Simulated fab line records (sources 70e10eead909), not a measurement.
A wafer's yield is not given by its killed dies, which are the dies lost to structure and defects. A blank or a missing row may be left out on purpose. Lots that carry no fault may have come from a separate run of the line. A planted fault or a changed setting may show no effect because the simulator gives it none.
A lot that was struck, set against a sound lot / flow nand-harc / 13 out of 1302 route steps
Sound: these wafers, L905.1, L905.5, L905.6. Struck: wafer L912.6 (left out: L912.3, L912.5 of the same lot, which were not struck); the cause appears at the end.
Order at every step that has rows: each side's tool, ch and its chambers, its first start. Under that, the readings that differ: sound wafers / struck wafers / difference of the means / sigmas: that difference in standard deviations of wafers without a fault.
alike: a reading whose means differ by less than 2 such deviations, as well as words and numbers matching on both sides. not compared: withheld readings; readings where some wafer has no value; bounds like >300 that might hide an equal value; numbers whose values overlap and for which the record gives no deviation.
A row with sigmas, a row that says differs or no value, or rows on one side alone: a step with any of these is where the two part. Non-overlapping numbers with no deviation appear without sigmas and do not part them. A reading that every wafer of one side lacks parts them only if that side has two wafers or more.

NHARC_A_WL_FILL_RTA_01: time 5 s.
  sound on rtp-anneal-02 ch 0, day 23 09:27; struck on rtp-anneal-01 ch 0, day 25 03:06
reading=lamp_zone_2_pct (%); sound=31.63 31.66 31.62; struck=31.76; difference=+0.12; sigmas=+3
  alike: lamp-power-pct, wafer_temp_C_max
NHARC_A_WL_FILL_ALD_02: deposits TiN, target thk 2 nm, pulse time 3 s, ald cycles 100.
  sound on ald-metal-01 ch 0,3, day 23 09:40; struck on ald-metal-03 ch 0, day 25 03:18
  alike: heater-power-w, precursor-pulse-height-rel, susceptor-temp-C
  not compared: ald-cycles
NHARC_A_WL_FILL_CVD_03: deposits W, target thk 40 nm, time 279 s.
  sound on cvd-w-02 ch 0,1, day 23 10:10; struck on cvd-w-02 ch 0, day 25 03:51
  alike: heater-power-w, susceptor-temp-C, throttle-valve-pct
NHARC_A_WL_FILL_ETCHBACK_04: etches the open film in NF3, target depth 60 nm, time 120 s.
  sound on rie-metal-02 ch 0,1, day 23 10:29; struck on rie-metal-03 ch 1, day 25 04:08
reading=drypump-motor-current-A (A); sound=5.61 5.28 5.59; struck=6.30; difference=+0.81; sigmas=+3
  alike: oes-product-au
  not compared: rf-hours-counter-h
then, 1 step without rows for these wafers: NHARC_A_WL_FILL_ETCHBACK_05 (etches the open film in Cl2/BCl3, target depth 22 nm, time 60 s).
NHARC_A_WL_FILL_STRIP_27: strips in N2/H2, time 20 s.
  sound on plasma-asher-02 ch 0,1, day 23 10:52; struck on plasma-asher-01 ch 1, day 25 04:31
  alike: drypump-motor-current-A, heater-power-w
  not compared: rf-hours-counter-h
then, 4 steps without rows for these wafers: NHARC_A_WL_FILL_STRIP_28 (strips in post etch residue remover, time 1200 s); NHARC_A_WL_FILL_PRECLEAN_06 (cleans in DIW, time 300 s); NHARC_A_WL_FILL_SRD_07; NHARC_A_WL_FILL_ANNEAL_08 (time 1800 s).
NHARC_A_WL_FILL_ALD_10: deposits SiO2, target thk 50 nm, pulse time 10 s, ald cycles 500.
  sound on ald-hk-02 ch 0,1,2, day 23 17:11; struck on ald-hk-03 ch 0, day 25 11:16
reading=ald-cycles; sound=500 500 500; struck=457; difference=-43; sigmas=
reading=heater-power-w (W); sound=556 478 516; struck=386; difference=-131; sigmas=-3
  alike: precursor-pulse-height-rel, susceptor-temp-C
then, 1 step without rows for these wafers: NHARC_A_WL_FILL_ETCHBACK_16 (etches the open film in C4F8/O2/Ar, target depth 120 nm, time 24 s).
-- record jumps: 4 days between struck wafers' starts before vs after; left off in module A_WL_FILL, resumes in module END, first step shown is number 1302 of the route --
NHARC_END_SORT_01:
  at this point the record logs the struck wafers (prober-01 ch 0, day 29 10:44) and has no rows for the sound ones

== WHERE THEY PART ==
Last at NHARC_END_SORT_01 as far as this record goes, first at NHARC_A_WL_FILL_RTA_01.

WHY: what had been put in by the simulator
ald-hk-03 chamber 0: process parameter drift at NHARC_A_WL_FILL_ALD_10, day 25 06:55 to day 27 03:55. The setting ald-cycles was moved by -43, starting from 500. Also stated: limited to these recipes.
